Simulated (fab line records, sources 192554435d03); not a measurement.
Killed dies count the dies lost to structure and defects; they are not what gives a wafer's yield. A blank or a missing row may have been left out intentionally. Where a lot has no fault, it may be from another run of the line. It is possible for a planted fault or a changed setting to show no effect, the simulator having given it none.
Chamber matching | flow n5-finfet | N5_FIN_CUT_CUT_ETCH_27 on rie-diel-05 has 4 sister chambers
The step etches SiO2 in CHF3/O2, target depth 4 nm, overetch 2 nm, time 4.9 s. 4 wafers are shown with their chamber, then 9 later ones without.

== WAFERS, EACH WITH ITS CHAMBER ==
wafer  | chamber | showerhead-plenum-p-Torr (Torr)
L086.6 | 1       | 2.51
L090.2 | 3       | 2.29
L093.1 | 0       | 2.37
L093.5 | 2       | 2.41

== WAFERS WITHOUT THEIR CHAMBER ==
wafer  | showerhead-plenum-p-Torr (Torr)
L094.2 | 2.28
L094.3 | 2.37
L094.5 | 2.28
L095.2 | 2.41
L095.4 | 2.28
L095.6 | 2.51
L097.1 | 2.50
L097.2 | 2.28
L097.4 | 2.28

== THE CHAMBER EACH PASSED THROUGH ==
wafer  | from the rows above | in truth
L094.2 | 3                   | 3
L094.3 | 0                   | 0
L094.5 | 3                   | 3
L095.2 | 2                   | 2
L095.4 | 3                   | 3
L095.6 | 1                   | 1
L097.1 | 1                   | 1
L097.2 | 3                   | 3
L097.4 | 3                   | 3
Correctly placed: 9 of 9. Not placeable from these rows: 0. Wrongly placed: 0.
How it was worked out, from the rows above alone: a wafer's distance from a chamber is the root of the sum, over the readings, of the square of ((its reading less the chamber's mean) divided by the reading's scatter). If the next closest chamber is less than 2 further off than the closest, the wafer can't be placed; otherwise it belongs to the closest. For every chamber, the mean is computed from those of its wafers that are shown. The scatter: with one shown wafer a chamber, the root of the mean of the squares of how far each hidden wafer lies from its nearest shown one.
